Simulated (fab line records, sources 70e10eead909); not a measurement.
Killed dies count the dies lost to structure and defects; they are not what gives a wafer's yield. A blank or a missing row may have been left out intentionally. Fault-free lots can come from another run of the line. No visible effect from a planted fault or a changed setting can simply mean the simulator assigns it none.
Chamber matching || flow nand harc || 4 sister chambers for NHARC_P_GATE_ALD_36 on ald sin-01
The step deposits SiNx, target thk 20 nm, pulse time 60 s, ald cycles 223. 18 wafers are shown with their chamber, then 9 later ones without.

WAFERS, EACH WITH ITS CHAMBER
{"wafer": "L075.1", "chamber": 3, "heater power w (W)": 809, "precursor pulse height rel": 0.965}
{"wafer": "L075.3", "chamber": 1, "heater power w (W)": 732, "precursor pulse height rel": 0.974}
{"wafer": "L075.6", "chamber": 3, "heater power w (W)": 801, "precursor pulse height rel": 0.995}
{"wafer": "L078.2", "chamber": 3, "heater power w (W)": 804, "precursor pulse height rel": 1.014}
{"wafer": "L078.1", "chamber": 1, "heater power w (W)": 753, "precursor pulse height rel": 1.039}
{"wafer": "L078.6", "chamber": 3, "heater power w (W)": 810, "precursor pulse height rel": 1.012}
{"wafer": "L081.3", "chamber": 2, "heater power w (W)": 773, "precursor pulse height rel": 0.999}
{"wafer": "L081.4", "chamber": 3, "heater power w (W)": 813, "precursor pulse height rel": 0.969}
{"wafer": "L081.2", "chamber": 0, "heater power w (W)": 897, "precursor pulse height rel": 1.000}
{"wafer": "L084.1", "chamber": 2, "heater power w (W)": 761, "precursor pulse height rel": 1.029}
{"wafer": "L084.6", "chamber": 3, "heater power w (W)": 794, "precursor pulse height rel": 1.026}
{"wafer": "L084.5", "chamber": 0, "heater power w (W)": 886, "precursor pulse height rel": 1.003}
{"wafer": "L087.1", "chamber": 1, "heater power w (W)": 758, "precursor pulse height rel": 1.005}
{"wafer": "L087.2", "chamber": 2, "heater power w (W)": 792, "precursor pulse height rel": 1.050}
{"wafer": "L087.6", "chamber": 1, "heater power w (W)": 751, "precursor pulse height rel": 0.999}
{"wafer": "L090.4", "chamber": 1, "heater power w (W)": 766, "precursor pulse height rel": 1.012}
{"wafer": "L090.1", "chamber": 0, "heater power w (W)": 850, "precursor pulse height rel": 1.014}
{"wafer": "L090.6", "chamber": 1, "heater power w (W)": 762, "precursor pulse height rel": 1.000}

SIGNATURES (means of the wafers above)
{"reading": "heater power w", "chamber 0": 877.67, "chamber 1": 753.67, "chamber 2": 775.33, "chamber 3": 805.17, "scatter within a chamber": 13.8}
{"reading": "precursor pulse height rel", "chamber 0": 1.00567, "chamber 1": 1.00483, "chamber 2": 1.02600, "chamber 3": 0.99683, "scatter within a chamber": 0.0221}
Rule: distance of a wafer from a chamber = root of the sum over the readings of ((wafer's reading minus chamber's mean) / reading's scatter) squared. If the next closest chamber is less than 2 further off than the closest, the wafer can't be placed; otherwise it belongs to the closest. How the scatter is found: for the shown wafers, subtract from each reading the mean of its chamber, square and add these, divide the total by (wafers less chambers), then take the root.

WAFERS WITH NO CHAMBER GIVEN
{"wafer": "L092.2", "heater power w (W)": 771, "precursor pulse height rel": 0.966}
{"wafer": "L092.4", "heater power w (W)": 862, "precursor pulse height rel": 1.030}
{"wafer": "L092.6", "heater power w (W)": 793, "precursor pulse height rel": 0.994}
{"wafer": "L094.1", "heater power w (W)": 853, "precursor pulse height rel": 0.956}
{"wafer": "L094.4", "heater power w (W)": 763, "precursor pulse height rel": 0.998}
{"wafer": "L094.5", "heater power w (W)": 769, "precursor pulse height rel": 0.986}
{"wafer": "L096.2", "heater power w (W)": 870, "precursor pulse height rel": 0.993}
{"wafer": "L096.4", "heater power w (W)": 768, "precursor pulse height rel": 1.000}
{"wafer": "L096.6", "heater power w (W)": 857, "precursor pulse height rel": 1.003}

WHICH CHAMBER EACH ONE RAN IN
{"wafer": "L092.2", "from the rows above": "can't be placed: 1 or 2 or 3", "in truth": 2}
{"wafer": "L092.4", "from the rows above": 0, "in truth": 0}
{"wafer": "L092.6", "from the rows above": "can't be placed: 3 or 2", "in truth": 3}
{"wafer": "L094.1", "from the rows above": "can't be placed: 0 or 3", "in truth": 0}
{"wafer": "L094.4", "from the rows above": "can't be placed: 1 or 2", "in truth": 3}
{"wafer": "L094.5", "from the rows above": "can't be placed: 1 or 2 or 3", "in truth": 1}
{"wafer": "L096.2", "from the rows above": 0, "in truth": 0}
{"wafer": "L096.4", "from the rows above": "can't be placed: 1 or 2 or 3", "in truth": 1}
{"wafer": "L096.6", "from the rows above": 0, "in truth": 0}
Correct placement for 3 of the 9. Cannot be placed on the basis of these rows: 6; the candidates contain the true chamber in 5. 0 placed wrongly.
